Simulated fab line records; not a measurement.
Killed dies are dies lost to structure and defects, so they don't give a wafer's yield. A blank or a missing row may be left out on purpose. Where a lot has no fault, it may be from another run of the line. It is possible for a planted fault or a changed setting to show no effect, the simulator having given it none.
One fault seen from 2 desks ; flow n5-finfet ; only its own numbers are on each desk; what lay behind them is given at the end

== THE DEFECT DESK ==
Inspection counts along the route, by lot: the mean over sampled wafers that carry a number. A lot is out of limits, marked OUT, if its mean lies more than 4 standard deviations from the usual mean; the brackets give that distance.
Columns: A = raw-defect-count at N5_BEOL_M7_INSPECT_58, usual 70; B = raw-defect-count at N5_BEOL_M8_INSPECT_13, usual 412
lot;first seen here;A;B
L293;day 10 04:16;87;452
L298;day 11 11:43;73;438
L299;day 11 20:37;87;491
L302;day 12 19:31;94;591
L310;day 14 21:32;112;491
Result from this desk: across the 5 lots, nothing is out of limits.

== THE METROLOGY DESK ==
What the gauges read for every lot (on any tool): the sampled wafers with a number, averaged. A lot is out of limits, marked OUT, if its mean lies more than 4 standard deviations from the usual mean; the brackets give that distance.
Columns: A = M8_ILD_THK at N5_BEOL_M8_THK_MEAS_01, usual 156.0 nm; B = cd-nm at N5_BEOL_M8_CD_MEAS_11, usual 38.3 nm; C = M8_OVL at N5_BEOL_M8_OVL_MEAS_12, usual 0.2 nm; D = cd-nm at N5_BEOL_M8_CD_MEAS_18, usual 39.9 nm
lot;first seen here;A;B;C;D
L293;day 10 04:54;155.5;38.1;0.5;39.3
L298;day 11 12:19;157.0;39.0;-0.1;40.8
L299;day 11 21:14;154.5;38.2;0.1;40.2
L302;day 12 20:07;154.7;39.4;0.9;41.3
L310;day 14 22:10;155.7;38.4;-0.4;40.1
Result from this desk: across the 5 lots, nothing is out of limits.

== TAKEN TOGETHER ==
Nothing out of limits was seen by the defect desk.
Metrology desk: nothing out of limits seen.

== WHAT HAD BEEN PUT IN BY THE SIMULATOR ==
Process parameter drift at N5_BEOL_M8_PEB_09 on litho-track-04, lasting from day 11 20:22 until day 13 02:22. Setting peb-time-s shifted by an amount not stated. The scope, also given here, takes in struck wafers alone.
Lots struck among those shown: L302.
